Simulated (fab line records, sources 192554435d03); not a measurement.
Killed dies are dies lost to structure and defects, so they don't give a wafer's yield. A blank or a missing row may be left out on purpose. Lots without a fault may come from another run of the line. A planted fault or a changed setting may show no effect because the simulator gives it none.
Chamber matching | flow n5_finfet | N5_BEOL_M2_ETCH_63 on rie_diel-03: 4 sister chambers
The step etches SiARC in CF4, target depth 15.6 nm, time 26 s. 33 wafers are shown with their chamber, then 12 later ones without.

WAFERS WITH THEIR CHAMBER
wafer  | chamber | drypump_motor_current_A (A) | throttle_valve_pct (%) | showerhead_plenum_p_Torr (Torr)
L075.1 | 0       | 5.3                         | 15.67                  | 2.14
L075.2 | 2       | 6.0                         | 16.06                  | 2.20
L075.3 | 1       | 6.5                         | 15.26                  | 2.10
L075.4 | 3       | 5.5                         | 15.57                  | 2.12
L075.5 | 1       | 6.6                         | 15.28                  | 2.10
L075.6 | 0       | 5.3                         | 15.67                  | 2.14
L076.1 | 0       | 5.3                         | 15.69                  | 2.14
L076.2 | 1       | 6.5                         | 15.27                  | 2.10
L076.3 | 2       | 6.0                         | 16.06                  | 2.20
L076.4 | 3       | 5.5                         | 15.59                  | 2.12
L076.5 | 2       | 6.0                         | 16.06                  | 2.20
L076.6 | 1       | 6.5                         | 15.30                  | 2.10
L078.2 | 2       | 5.9                         | 16.07                  | 2.20
L078.3 | 1       | 6.6                         | 15.29                  | 2.10
L078.6 | 0       | 5.3                         | 15.70                  | 2.14
L083.1 | 1       | 6.6                         | 15.31                  | 2.10
L083.2 | 0       | 5.4                         | 15.71                  | 2.13
L083.3 | 3       | 5.5                         | 15.62                  | 2.11
L083.4 | 2       | 6.0                         | 16.10                  | 2.20
L083.5 | 0       | 5.3                         | 15.70                  | 2.13
L083.6 | 1       | 6.6                         | 15.31                  | 2.10
L086.1 | 3       | 5.5                         | 15.63                  | 2.11
L086.2 | 0       | 5.3                         | 15.73                  | 2.13
L086.4 | 1       | 6.5                         | 15.32                  | 2.09
L087.1 | 1       | 6.6                         | 15.34                  | 2.09
L087.5 | 0       | 5.4                         | 15.73                  | 2.13
L087.6 | 3       | 5.5                         | 15.64                  | 2.11
L089.1 | 0       | 5.4                         | 15.73                  | 2.13
L089.3 | 3       | 5.5                         | 15.65                  | 2.11
L089.4 | 2       | 6.0                         | 16.12                  | 2.19
L088.1 | 0       | 5.3                         | 15.74                  | 2.13
L088.4 | 3       | 5.5                         | 15.66                  | 2.11
L088.5 | 2       | 6.0                         | 16.12                  | 2.19

SIGNATURES (means of the wafers above)
reading                  | chamber 0 | chamber 1 | chamber 2 | chamber 3 | scatter within a chamber
drypump_motor_current_A  | 5.330     | 6.556     | 5.986     | 5.500     | 0.0423
throttle_valve_pct       | 15.7070   | 15.2978   | 16.0843   | 15.6229   | 0.0276
showerhead_plenum_p_Torr | 2.1340    | 2.0978    | 2.1971    | 2.1129    | 0.00485
Rule: a wafer's distance from a chamber is the root of the sum, over the readings, of the square of ((its reading less the chamber's mean) divided by the reading's scatter). The wafer belongs to the nearest chamber; if the next one is less than 2 further off, it can't be placed. The scatter: the root of (the sum of the squares of (reading less its chamber's mean) over the shown wafers, divided by (wafers less chambers)).

WAFERS WITHOUT THEIR CHAMBER
wafer  | drypump_motor_current_A (A) | throttle_valve_pct (%) | showerhead_plenum_p_Torr (Torr)
L090.3 | 6.6                         | 15.33                  | 2.09
L090.5 | 6.6                         | 15.33                  | 2.09
L090.6 | 5.3                         | 15.74                  | 2.13
L091.1 | 5.5                         | 15.66                  | 2.11
L091.4 | 6.6                         | 15.34                  | 2.09
L091.5 | 6.0                         | 16.14                  | 2.19
L093.1 | 5.3                         | 15.75                  | 2.12
L093.2 | 5.5                         | 15.67                  | 2.10
L093.3 | 6.0                         | 16.13                  | 2.19
L093.4 | 5.5                         | 15.66                  | 2.10
L093.5 | 5.3                         | 15.73                  | 2.12
L093.6 | 6.0                         | 16.14                  | 2.19

WHICH CHAMBER EACH WENT THROUGH
wafer  | from the rows above | in truth
L090.3 | 1                   | 1
L090.5 | 1                   | 1
L090.6 | 0                   | 0
L091.1 | 3                   | 3
L091.4 | 1                   | 1
L091.5 | 2                   | 2
L093.1 | 0                   | 0
L093.2 | 3                   | 3
L093.3 | 2                   | 2
L093.4 | 3                   | 3
L093.5 | 0                   | 0
L093.6 | 2                   | 2
Placed correctly: 12 of 12. Can't be placed from these rows: 0. Placed wrongly: 0.
